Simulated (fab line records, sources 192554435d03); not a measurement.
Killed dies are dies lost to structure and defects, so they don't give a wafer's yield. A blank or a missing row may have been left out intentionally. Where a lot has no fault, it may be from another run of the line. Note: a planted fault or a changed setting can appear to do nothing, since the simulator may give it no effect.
Split-lot study || flow n5-finfet || 21 wafers read across 7 lots, on a route 1938 steps long

ABOUT THE SPLIT
At N5_SD_EPI_N_EPI_21 (deposits Si:P, time 690 s), the setting epi-growth-time-s was moved away from the recipe's 690 s on 4 of the 21 wafers read, by -5.5% to +5.6%. All remaining wafers had this setting at the recipe value.

No step appears in the file between the split and the reading.

THE READING
Si-P_of_SD_EPI_N_EPI_21.thk-nm (the simulator's own value, which no gauge read), in nm, at N5_SD_EPI_N_PRECLEAN_24 (cleans in O3/DIW, time 60 s). The file does not state a usual value for it. The 17 wafers here that ran the recipe average 58.6 nm, standard deviation 0.74 nm.

{"wafer": "L088.3", "tool, chamber at the split": "epi-rpcvd-04, 0", "epi-growth-time-s as run, s": 690, "against the recipe": "recipe", "Si-P_of_SD_EPI_N_EPI_21.thk-nm, nm": 58.2, "against lot-mates on the recipe": "-"}
{"wafer": "L088.5", "tool, chamber at the split": "epi-rpcvd-04, 0", "epi-growth-time-s as run, s": 690, "against the recipe": "recipe", "Si-P_of_SD_EPI_N_EPI_21.thk-nm, nm": 59.2, "against lot-mates on the recipe": "-"}
{"wafer": "L088.6", "tool, chamber at the split": "epi-rpcvd-04, 0", "epi-growth-time-s as run, s": 690, "against the recipe": "recipe", "Si-P_of_SD_EPI_N_EPI_21.thk-nm, nm": 58.6, "against lot-mates on the recipe": "-"}
{"wafer": "L089.2", "tool, chamber at the split": "epi-rpcvd-02, 0", "epi-growth-time-s as run, s": 690, "against the recipe": "recipe", "Si-P_of_SD_EPI_N_EPI_21.thk-nm, nm": 58.4, "against lot-mates on the recipe": "-"}
{"wafer": "L089.5", "tool, chamber at the split": "epi-rpcvd-02, 0", "epi-growth-time-s as run, s": 690, "against the recipe": "recipe", "Si-P_of_SD_EPI_N_EPI_21.thk-nm, nm": 58.8, "against lot-mates on the recipe": "-"}
{"wafer": "L089.6", "tool, chamber at the split": "epi-rpcvd-02, 0", "epi-growth-time-s as run, s": 655, "against the recipe": "-5.1%", "Si-P_of_SD_EPI_N_EPI_21.thk-nm, nm": 57.2, "against lot-mates on the recipe": -1.4}
{"wafer": "L090.4", "tool, chamber at the split": "epi-rpcvd-01, 0", "epi-growth-time-s as run, s": 690, "against the recipe": "recipe", "Si-P_of_SD_EPI_N_EPI_21.thk-nm, nm": 59.8, "against lot-mates on the recipe": "-"}
{"wafer": "L090.5", "tool, chamber at the split": "epi-rpcvd-01, 0", "epi-growth-time-s as run, s": 690, "against the recipe": "recipe", "Si-P_of_SD_EPI_N_EPI_21.thk-nm, nm": 59, "against lot-mates on the recipe": "-"}
{"wafer": "L090.6", "tool, chamber at the split": "epi-rpcvd-01, 0", "epi-growth-time-s as run, s": 690, "against the recipe": "recipe", "Si-P_of_SD_EPI_N_EPI_21.thk-nm, nm": 59.4, "against lot-mates on the recipe": "-"}
{"wafer": "L091.3", "tool, chamber at the split": "epi-rpcvd-04, 0", "epi-growth-time-s as run, s": 690, "against the recipe": "recipe", "Si-P_of_SD_EPI_N_EPI_21.thk-nm, nm": 58.6, "against lot-mates on the recipe": "-"}
{"wafer": "L091.5", "tool, chamber at the split": "epi-rpcvd-04, 0", "epi-growth-time-s as run, s": 690, "against the recipe": "recipe", "Si-P_of_SD_EPI_N_EPI_21.thk-nm, nm": 58.6, "against lot-mates on the recipe": "-"}
{"wafer": "L091.4", "tool, chamber at the split": "epi-rpcvd-04, 0", "epi-growth-time-s as run, s": 690, "against the recipe": "recipe", "Si-P_of_SD_EPI_N_EPI_21.thk-nm, nm": 59.2, "against lot-mates on the recipe": "-"}
{"wafer": "L092.2", "tool, chamber at the split": "epi-rpcvd-02, 0", "epi-growth-time-s as run, s": 690, "against the recipe": "recipe", "Si-P_of_SD_EPI_N_EPI_21.thk-nm, nm": 58.8, "against lot-mates on the recipe": "-"}
{"wafer": "L092.5", "tool, chamber at the split": "epi-rpcvd-02, 0", "epi-growth-time-s as run, s": 690, "against the recipe": "recipe", "Si-P_of_SD_EPI_N_EPI_21.thk-nm, nm": 58.8, "against lot-mates on the recipe": "-"}
{"wafer": "L092.4", "tool, chamber at the split": "epi-rpcvd-02, 0", "epi-growth-time-s as run, s": 690, "against the recipe": "recipe", "Si-P_of_SD_EPI_N_EPI_21.thk-nm, nm": 58.6, "against lot-mates on the recipe": "-"}
{"wafer": "L093.3", "tool, chamber at the split": "epi-rpcvd-01, 0", "epi-growth-time-s as run, s": 690, "against the recipe": "recipe", "Si-P_of_SD_EPI_N_EPI_21.thk-nm, nm": 57.6, "against lot-mates on the recipe": "-"}
{"wafer": "L093.4", "tool, chamber at the split": "epi-rpcvd-01, 0", "epi-growth-time-s as run, s": 690, "against the recipe": "recipe", "Si-P_of_SD_EPI_N_EPI_21.thk-nm, nm": 57.6, "against lot-mates on the recipe": "-"}
{"wafer": "L093.5", "tool, chamber at the split": "epi-rpcvd-01, 0", "epi-growth-time-s as run, s": 652.3, "against the recipe": "-5.5%", "Si-P_of_SD_EPI_N_EPI_21.thk-nm, nm": 55, "against lot-mates on the recipe": -2.6}
{"wafer": "L094.1", "tool, chamber at the split": "epi-rpcvd-04, 0", "epi-growth-time-s as run, s": 728.9, "against the recipe": "+5.6%", "Si-P_of_SD_EPI_N_EPI_21.thk-nm, nm": 59.8, "against lot-mates on the recipe": "+3.2"}
{"wafer": "L094.5", "tool, chamber at the split": "epi-rpcvd-04, 0", "epi-growth-time-s as run, s": 728.9, "against the recipe": "+5.6%", "Si-P_of_SD_EPI_N_EPI_21.thk-nm, nm": 59.8, "against lot-mates on the recipe": "+3.2"}
{"wafer": "L094.6", "tool, chamber at the split": "epi-rpcvd-04, 0", "epi-growth-time-s as run, s": 690, "against the recipe": "recipe", "Si-P_of_SD_EPI_N_EPI_21.thk-nm, nm": 56.6, "against lot-mates on the recipe": "-"}

THE FIT
A straight line over all 21 wafers: Si-P_of_SD_EPI_N_EPI_21.thk-nm changes by +0.339 nm for each +1% of epi-growth-time-s; r = +0.72; the points scatter about the line by 0.83 nm.
The same after taking each lot's own level away (the mean of its wafers on the recipe; 21 wafers): +0.481 nm for each +1%; r = +0.96; scatter 0.37 nm.
On that fit, the largest move of epi-growth-time-s shifts the reading by 2.7 nm.
Across the lots, their own levels run from 56.60 to 59.40 nm, a range of 3.8 times the standard deviation given above.
So the lot-to-lot level blurs the effect unless lot-mates are compared.
Check: with one of the wafers moved furthest among these (+5.6%) left out of the fit, the line predicts +2.63 nm for it against its lot-mates. It came out at +3.2 nm against them.

THE OTHER SPLITS THESE WAFERS WENT THROUGH
These wafers also went through other splits before the reading. Each is held against what the fit with the lots' levels taken away leaves over:
{"other split on the same wafers": "N5_WELL_APT_EXPOSE_05 dose-mj", "wafers away from the commonest value": 6, "r with Si-P_of_SD_EPI_N_EPI_21.thk-nm (lot level and that fit taken away)": -0.29}
{"other split on the same wafers": "N5_WELL_APT_COAT_19 spin-rpm", "wafers away from the commonest value": 10, "r with Si-P_of_SD_EPI_N_EPI_21.thk-nm (lot level and that fit taken away)": -0.18}
{"other split on the same wafers": "N5_PMOS_HMC_CHANNEL_EPI_COAT_03 spin-rpm", "wafers away from the commonest value": 6, "r with Si-P_of_SD_EPI_N_EPI_21.thk-nm (lot level and that fit taken away)": "+0.19"}
{"other split on the same wafers": "N5_PMOS_HMC_CHANNEL_EPI_PEB_07 peb-temp-c", "wafers away from the commonest value": 4, "r with Si-P_of_SD_EPI_N_EPI_21.thk-nm (lot level and that fit taken away)": -0.15}
{"other split on the same wafers": "N5_FIN_SAQP_PEB_14 peb-time-s", "wafers away from the commonest value": 5, "r with Si-P_of_SD_EPI_N_EPI_21.thk-nm (lot level and that fit taken away)": -0.45}
{"other split on the same wafers": "N5_SD_EPI_N_COAT_33 spin-rpm", "wafers away from the commonest value": 6, "r with Si-P_of_SD_EPI_N_EPI_21.thk-nm (lot level and that fit taken away)": -0.03}

THE WHOLE CHAIN: every reading that the file lists as answering this split, in the file's order
{"step": "N5_SD_EPI_N_EPI_21", "what it does": "deposits Si:P, time 690 s", "reading": "Si-P_of_SD_EPI_N_EPI_21.thk-nm (the simulator's own value, which no gauge read)", "change (the file's fit)": "+0.463 nm for each +1% of the setting", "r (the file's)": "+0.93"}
{"step": "N5_SD_EPI_N_PRECLEAN_24", "what it does": "cleans in O3/DIW, time 60 s", "reading": "Si-P_of_SD_EPI_N_EPI_21.thk-nm (the simulator's own value, which no gauge read)", "change (the file's fit)": "+0.45 nm for each +1% of the setting", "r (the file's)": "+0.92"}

THE FILE'S OWN FIT
Si-P_of_SD_EPI_N_EPI_21.thk-nm changes by +0.45 nm for each +1% of epi-growth-time-s, r = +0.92.
